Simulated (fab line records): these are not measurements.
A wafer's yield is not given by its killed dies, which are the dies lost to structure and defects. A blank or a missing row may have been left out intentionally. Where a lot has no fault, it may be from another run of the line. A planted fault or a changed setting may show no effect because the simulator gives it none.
Which tool is to blame? ; flow nand_harc ; 10 lots, 30 wafers sampled, at 4 steps of a route of 1302

== WHAT EACH GAUGE READ, for each wafer ==
NHARC_A_BLC_CD_MEAS_10: target cd 100 nm.
lot;measured;on;cd_nm (nm)
L610;day 22 15:31;cd_sem-01;99.9 100.3 99.9
L621;day 26 10:53;cd_sem-03;39.2 38.9 39.8
L622;day 27 13:17;cd_sem-03;39.6 40.4 40.1
L625;day 29 03:31;cd_sem-03;101.0 100.6 100.8
L626;day 29 05:42;cd_sem-02;100.0 99.8 100.1
L628;day 30 07:43;cd_sem-01;100.5 101.3 100.1
L631;day 31 14:46;cd_sem-03;100.0 99.7 99.3
L630;day 31 16:19;cd_sem-03;99.8 99.9 99.9
L633;day 32 11:32;cd_sem-02;100.0 100.1 99.9
L632;day 32 12:17;cd_sem-01;99.9 100.0 100.5

== EACH LOT AND THE TOOL THAT RAN IT (in order: tool; ch and the chambers of the sampled wafers; start) ==
lot;NHARC_A_CONTACT_ETCH_31;NHARC_A_CONTACT_ETCH_110;NHARC_A_BLC_PEB_08
L610;rie_diel-07 ch 0,1,2, day 22 12:03 or earlier;rie_diel-04 ch 0,1,3, day 22 12:03;litho_track-04 ch 0, day 22 15:26
L621;rie_diel-09 ch 1,3, day 26 08:22 or earlier;rie_diel-07 ch 1,3, day 26 08:22;litho_track-04 ch 0, day 26 10:48
L622;rie_diel-04 ch 0,1,2, day 27 10:22 or earlier;rie_diel-04 ch 1,2,3, day 27 10:22;litho_track-04 ch 0, day 27 13:12
L625;rie_diel-09 ch 0,1,2, day 29 00:49 or earlier;rie_diel-09 ch 0,1, day 29 00:49;litho_track-06 ch 0, day 29 03:25
L626;rie_diel-04 ch 0,1,2, day 29 03:02 or earlier;rie_diel-07 ch 0,2, day 29 03:02;litho_track-06 ch 0, day 29 05:37
L628;rie_diel-09 ch 1,2, day 30 05:01 or earlier;rie_diel-09 ch 2,3, day 30 05:01;litho_track-01 ch 0, day 30 07:38
L631;rie_diel-09 ch 0,3, day 31 12:03 or earlier;rie_diel-07 ch 0,1,2, day 31 12:03;litho_track-01 ch 0, day 31 14:41
L630;rie_diel-04 ch 0,1,2, day 31 13:31 or earlier;rie_diel-04 ch 0,1,2, day 31 13:31;litho_track-04 ch 0, day 31 16:14
L633;rie_diel-07 ch 0,1, day 32 08:53 or earlier;rie_diel-07 ch 1,2,3, day 32 08:53;litho_track-06 ch 0, day 32 11:27
L632;rie_diel-09 ch 0,1,2, day 32 09:35 or earlier;rie_diel-07 ch 0,2, day 32 09:35;litho_track-04 ch 0, day 32 12:13
- NHARC_A_CONTACT_ETCH_31: etches the open film in O2/COS, target depth 2800 nm, time 728 s.
- NHARC_A_CONTACT_ETCH_110: etches the open film in CF4/O2, target depth 60 nm, overetch 6 nm, time 33 s.
- NHARC_A_BLC_PEB_08: peb time 65 s.

== THE ANSWER, worked out from the rows above alone ==
Rule: the usual values come from the lots themselves. The widest of any qualifying gaps counts: lots, ordered by their means at a reading, are off when they make up no more than a third of the lots, leave a main group of 4 or more, and stand apart from it by 3 or more times the standard deviation of that group's means. A main group whose means are all the same, to the digits that the tables above print for the reading, isn't used. A lot without any number at a reading at which 4 lots or more have one is off too. Any other lot the step has rows for is counted as sound.
Off, at NHARC_A_BLC_CD_MEAS_10 on cd_nm: L621, L622. Mean 100.1 nm and standard deviation 0.36 in the main group.
If a tool, at a process step before that reading, ran all the lots that are off and no sound lot after the first of them, it fits. Those tools and the gauges at NHARC_A_BLC_CD_MEAS_10 are tried in the same way. Because NHARC_A_CONTACT_ETCH_31 lacks a start for some lots, the hours and order of its lots are taken from NHARC_A_CONTACT_ETCH_110. None of those tried fits.

== WHAT THE SIMULATOR PUT IN ==
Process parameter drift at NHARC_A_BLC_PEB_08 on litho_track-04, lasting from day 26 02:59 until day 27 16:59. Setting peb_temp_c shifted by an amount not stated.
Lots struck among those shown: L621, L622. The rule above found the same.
